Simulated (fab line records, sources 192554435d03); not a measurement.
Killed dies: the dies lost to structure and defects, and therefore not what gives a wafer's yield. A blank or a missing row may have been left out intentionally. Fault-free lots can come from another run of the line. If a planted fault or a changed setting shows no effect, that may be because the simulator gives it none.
Which tool was responsible? | flow n5-finfet | 11 lots, 33 wafers sampled, at 5 steps of a route of 1938

== WHAT THE GAUGES SHOWED, per wafer ==
N5_BEOL_M4_RC_MEAS_101. Usual: CJ_N 4.36, standard deviation 0.095; DIBL_N 37.0 mV/V, standard deviation 2.3; DIBL_P 37.3 mV/V, standard deviation 2.8; IOFF_N 0.17 nA/um, standard deviation 0.046; IOFF_N_85C 3.3 nA/um, standard deviation 0.74; IOFF_P 0.23 nA/um, standard deviation 0.054; ION_N 675 uA/um, standard deviation 14; ION_P 460 uA/um, standard deviation 9.3; RS_PWELL 3006 ohm/sq, standard deviation 23; SS_N 71.7 mV/dec, standard deviation 0.73; SS_P 73.6 mV/dec, standard deviation 0.95; VT_N 249 mV, standard deviation 3.9; VT_P -250 mV, standard deviation 3.9.
lot  | measured     | on        | CJ_N           | DIBL_N (mV/V)  | DIBL_P (mV/V)  | IOFF_N (nA/um) | IOFF_N_85C (nA/um) | IOFF_P (nA/um) | ION_N (uA/um) | ION_P (uA/um) | RS_PWELL (ohm/sq) | SS_N (mV/dec)  | SS_P (mV/dec)  | VT_N (mV)   | VT_P (mV)      | flag
L959 | day 8 05:23  | prober-02 | 4.43 4.37 4.30 | 39.7 36.8 33.8 | 40.0 37.0 34.2 | 0.23 0.16 0.13 | 4.2 3.2 2.5        | 0.29 0.21 0.18 | 673 670 662   | 460 462 458   | 2979 2973 2976    | 72.5 71.8 71.0 | 74.6 74.2 72.5 | 247 250 250 | -249 -252 -252 |
L963 | day 9 08:11  | prober-02 | 4.42 4.45 4.49 | 35.3 38.5 39.3 | 36.6 39.5 40.8 | 0.15 0.22 0.23 | 2.9 4.0 4.3        | 0.19 0.25 0.27 | 670 703 706   | 458 474 471   | 3018 2979 3020    | 71.4 72.1 72.3 | 73.1 73.8 74.8 | 253 245 248 | -255 -251 -249 |
L964 | day 9 17:25  | prober-01 | 4.45 4.51 4.45 | 38.8 38.9 37.1 | 39.2 40.6 38.9 | 0.20 0.21 0.19 | 3.7 3.8 3.5        | 0.20 0.22 0.21 | 683 690 679   | 455 460 456   | 3001 2987 2975    | 72.3 72.4 71.8 | 74.2 74.7 74.2 | 248 246 247 | -256 -253 -255 |
L965 | day 10 05:55 | prober-01 | 4.23 4.38 4.39 | 38.9 37.5 38.8 | 41.4 38.2 40.7 | 0.20 0.16 0.21 | 3.8 3.2 3.9        | 0.29 0.23 0.28 | 679 682 691   | 467 470 474   | 3011 3029 3014    | 71.3 72.1 72.2 | 74.8 74.1 74.7 | 248 249 248 | -246 -250 -246 |
L969 | day 11 08:12 | prober-02 | 1.74 1.85 1.84 | 36.2 55.3 52.7 | 32.4 41.7 38.2 | 0.18 1.92 1.30 | 3.4 25.0 18.2      | 0.18 0.34 0.26 | 666 719 696   | 460 478 465   | 3120 3159 3146    | 72.9 88.8 88.5 | 72.2 75.0 73.4 | 253 236 243 | -253 -244 -245 | OFF
L970 | day 11 10:53 | prober-02 | 1.75 1.80 1.81 | 48.3 48.1 60.2 | 38.2 34.1 38.5 | 0.95 0.88 3.22 | 13.8 12.8 38.2     | 0.28 0.21 0.30 | 685 691 715   | 459 458 469   | 3190 3156 3192    | 83.4 85.5 98.3 | 74.4 72.7 74.5 | 239 247 237 | -245 -250 -245 | OFF
L973 | day 12 21:28 | prober-01 | 4.25 4.12 4.35 | 39.3 41.2 36.0 | 41.4 44.0 36.5 | 0.23 0.28 0.16 | 4.1 4.9 3.0        | 0.26 0.32 0.19 | 687 704 681   | 465 470 456   | 2979 3018 2989    | 72.8 73.7 71.7 | 74.4 75.4 73.3 | 246 241 248 | -248 -245 -253 |
L975 | day 12 22:43 | prober-01 | 4.39 4.32 4.44 | 32.3 36.5 32.7 | 33.6 38.5 34.1 | 0.11 0.18 0.12 | 2.3 3.4 2.4        | 0.14 0.20 0.14 | 657 679 663   | 445 458 449   | 3010 2996 2990    | 71.2 72.3 71.1 | 72.2 73.7 72.2 | 256 249 254 | -257 -252 -258 |
L976 | day 13 00:56 | prober-02 | 4.42 4.31 4.25 | 36.2 37.1 35.3 | 33.2 35.2 33.1 | 0.15 0.17 0.13 | 2.9 3.2 2.7        | 0.18 0.21 0.18 | 670 676 677   | 456 454 466   | 3028 3015 2986    | 71.6 71.7 70.6 | 72.5 72.8 73.1 | 253 250 252 | -253 -253 -250 |

== TOOL THAT RAN EACH LOT (tool first, then ch and the chambers of the sampled wafers, then the start) ==
lot  | N5_ZERO_LAYER_PECVD_02         | N5_WELL_APT_IMPLANT_32         | N5_PMOS_HMC_CHANNEL_EPI_EPI_26 | N5_FIN_SAQP_PECVD_47
L959 | pecvd-01 ch 0,1,2, day 2 00:17 | implanter-01 ch 0, day 2 03:29 | epi-rpcvd-02 ch 0, day 2 08:55 | pecvd-03 ch 0,1,2, day 2 10:05
L963 | pecvd-01 ch 0,1,2, day 3 00:17 | implanter-01 ch 0, day 3 03:17 | epi-rpcvd-02 ch 0, day 3 08:10 | pecvd-02 ch 0,1, day 3 10:56
L964 | pecvd-04 ch 0,1, day 3 06:17   | implanter-02 ch 0, day 3 09:43 | epi-rpcvd-02 ch 0, day 3 14:43 | pecvd-01 ch 0,1,2, day 3 17:17
L965 | pecvd-01 ch 0,2, day 3 12:17   | implanter-02 ch 0, day 3 15:27 | epi-rpcvd-02 ch 0, day 3 20:09 | pecvd-03 ch 1,2, day 3 21:20
L967 | pecvd-03 ch 0,2, day 4 00:17   | implanter-02 ch 0, day 4 03:13 | epi-rpcvd-02 ch 0, day 4 07:32 | pecvd-02 ch 1,2, day 4 09:16
L968 | pecvd-04 ch 0,2, day 4 06:17   | implanter-02 ch 0, day 4 09:47 | epi-rpcvd-04 ch 0, day 4 14:28 | pecvd-03 ch 0,1,2, day 4 16:50
L969 | pecvd-01 ch 0,2, day 4 12:17   | implanter-02 ch 0, day 4 15:18 | epi-rpcvd-02 ch 0, day 4 20:47 | pecvd-03 ch 0,1,2, day 4 21:56
L970 | pecvd-04 ch 1,2, day 4 18:17   | implanter-02 ch 0, day 4 21:25 | epi-rpcvd-04 ch 0, day 5 02:01 | pecvd-02 ch 1,2, day 5 03:17
L973 | pecvd-03 ch 1,2, day 5 12:17   | implanter-01 ch 0, day 5 15:35 | epi-rpcvd-02 ch 0, day 5 19:45 | pecvd-03 ch 0,1, day 5 20:50
L975 | pecvd-01 ch 1,2, day 6 00:18   | implanter-01 ch 0, day 6 03:35 | epi-rpcvd-02 ch 0, day 6 07:53 | pecvd-03 ch 0,1, day 6 09:00
L976 | pecvd-03 ch 1,2, day 6 06:18   | implanter-01 ch 0, day 6 09:16 | epi-rpcvd-01 ch 0, day 6 14:38 | pecvd-02 ch 1,2, day 6 15:41
- N5_ZERO_LAYER_PECVD_02: deposits SiO2 from SiH4/N2O, target thk 10 nm, time 6 s.
- N5_WELL_APT_IMPLANT_32
- N5_PMOS_HMC_CHANNEL_EPI_EPI_26: deposits Si from SiH4/H2, target thk 3.8 nm, time 22.7 s.
- N5_FIN_SAQP_PECVD_47: deposits a-Si from SiH4/He, target thk 45 nm, time 36.3 s.

== WHAT THE TOOLS THEMSELVES READ (means of the sampled wafers that have a number; where no wafer has one, the mark that the record gives instead) ==
N5_ZERO_LAYER_PECVD_02. Usual: heater-power-w 774 W, standard deviation 76; showerhead-plenum-p-Torr 8.07 Torr, standard deviation 0.1.
lot  | tool     | heater-power-w (W) | showerhead-plenum-p-Torr (Torr) | flag
L959 | pecvd-01 | 771                | 8.06                            |
L963 | pecvd-01 | 776                | 8.08                            |
L964 | pecvd-04 | 923                | 8.13                            |
L965 | pecvd-01 | 738                | 8.01                            |
L967 | pecvd-03 | 676                | 8.09                            |
L968 | pecvd-04 | 833                | 8.00                            |
L969 | pecvd-01 | 812                | 8.03                            |
L970 | pecvd-04 | 807                | 7.94                            |
L973 | pecvd-03 | 762                | 8.14                            |
L975 | pecvd-01 | 769                | 8.15                            |
L976 | pecvd-03 | 738                | 8.13                            |

N5_WELL_APT_IMPLANT_32. Usual: dose-ions-cm2 1.9996e+13, standard deviation 2.4e+10; faraday-current-uA 254, standard deviation 4.8.
lot  | tool         | dose-ions-cm2 | faraday-current-uA | flag
L959 | implanter-01 | 1.9998e+13    | 254                |
L963 | implanter-01 | 2.0004e+13    | 252                |
L964 | implanter-02 | 2.0019e+13    | 255                |
L965 | implanter-02 | 1.9995e+13    | 254                |
L967 | implanter-02 | 3.5167e+12    | 44                 | OFF
L968 | implanter-02 | 3.5227e+12    | 44                 | OFF
L969 | implanter-02 | 3.5533e+12    | 45                 | OFF
L970 | implanter-02 | 3.5180e+12    | 44                 | OFF
L973 | implanter-01 | 1.9950e+13    | 254                |
L975 | implanter-01 | 1.9986e+13    | 254                |
L976 | implanter-01 | 2.0005e+13    | 256                |

N5_PMOS_HMC_CHANNEL_EPI_EPI_26. Usual: lamp-inner-pct 13.9 %, standard deviation 0.52; throttle-valve-pct 10.71 %, standard deviation 0.22.
lot  | tool         | lamp-inner-pct (%) | throttle-valve-pct (%) | flag
L959 | epi-rpcvd-02 | 13.5               | 10.60                  |
L963 | epi-rpcvd-02 | 13.5               | 10.58                  |
L964 | epi-rpcvd-02 | 13.4               | 10.38                  |
L965 | epi-rpcvd-02 | 13.5               | 10.72                  |
L967 | epi-rpcvd-02 | 13.5               | 10.74                  |
L968 | epi-rpcvd-04 | 14.0               | 10.86                  |
L969 | epi-rpcvd-02 | 13.5               | 10.56                  |
L970 | epi-rpcvd-04 | 14.0               | 10.99                  |
L973 | epi-rpcvd-02 | 13.6               | 10.51                  |
L975 | epi-rpcvd-02 | 13.5               | 10.47                  |
L976 | epi-rpcvd-01 | 15.0               | 10.97                  |

N5_FIN_SAQP_PECVD_47. Usual: heater-power-w 853 W, standard deviation 82; showerhead-plenum-p-Torr 5.66 Torr, standard deviation 0.049; throttle-valve-pct 18.3 %, standard deviation 0.58.
lot  | tool     | heater-power-w (W) | showerhead-plenum-p-Torr (Torr) | throttle-valve-pct (%) | flag
L959 | pecvd-03 | 852                | 5.65                            | 18.2                   |
L963 | pecvd-02 | 892                | 5.70                            | 18.7                   |
L964 | pecvd-01 | 776                | 5.64                            | 19.0                   |
L965 | pecvd-03 | 874                | 5.66                            | 18.5                   |
L967 | pecvd-02 | 945                | 5.65                            | 18.5                   |
L968 | pecvd-03 | 852                | 5.65                            | 18.2                   |
L969 | pecvd-03 | 806                | 5.65                            | 18.3                   |
L970 | pecvd-02 | 941                | 5.66                            | 18.0                   |
L973 | pecvd-03 | 784                | 5.67                            | 18.1                   |
L975 | pecvd-03 | 890                | 5.66                            | 18.0                   |
L976 | pecvd-02 | 978                | 5.64                            | 18.5                   |

== THE ANSWER, worked out from the rows above alone ==
Rule: take the mean of a lot's wafers that have a number; if it is more than 3 standard deviations from the usual mean, the lot is off. A lot without any number at a reading at which 4 lots or more have one is off too. Where the step has rows for the other lots, those lots are counted as sound. After the gauges, taken in route order, come the tools' own readings; for these a lot's mean is taken, as printed above. At the first step where some lot is off, the reading lying furthest off is the one used; lots without a number count as furthest.
Off: L969, L970, seen at N5_BEOL_M4_RC_MEAS_101 (IOFF_N). Neither off nor sound, because the step has no rows for them: L967, L968.
A tool fits if, at a process step before that reading, it ran every lot that is off, and no sound lot after the first of them. The gauges at N5_BEOL_M4_RC_MEAS_101 aren't tried: what is off there is off at N5_WELL_APT_IMPLANT_32 too, on other tools, and a gauge's error can't cause that. One fits: N5_WELL_APT_IMPLANT_32 on implanter-02. Its last sound lot is L965 (day 3 15:27), its first lot that is off L969 (day 4 15:18): a fault that began between those two fits.
The tool's own readings at N5_WELL_APT_IMPLANT_32 bear it out: on the lots that are off they differ by more than 5 times the standard deviation of the sound lots' means. dose-ions-cm2 reads 3.5356e+12 there against 1.9994e+13 on the sound lots; faraday-current-uA reads 44 there against 254 on the sound lots.

== WHAT HAD BEEN PUT IN BY THE SIMULATOR ==
Drift in process parameters on implanter-02 at N5_WELL_APT_IMPLANT_32, starting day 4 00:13. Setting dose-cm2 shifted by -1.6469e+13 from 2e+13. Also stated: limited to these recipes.
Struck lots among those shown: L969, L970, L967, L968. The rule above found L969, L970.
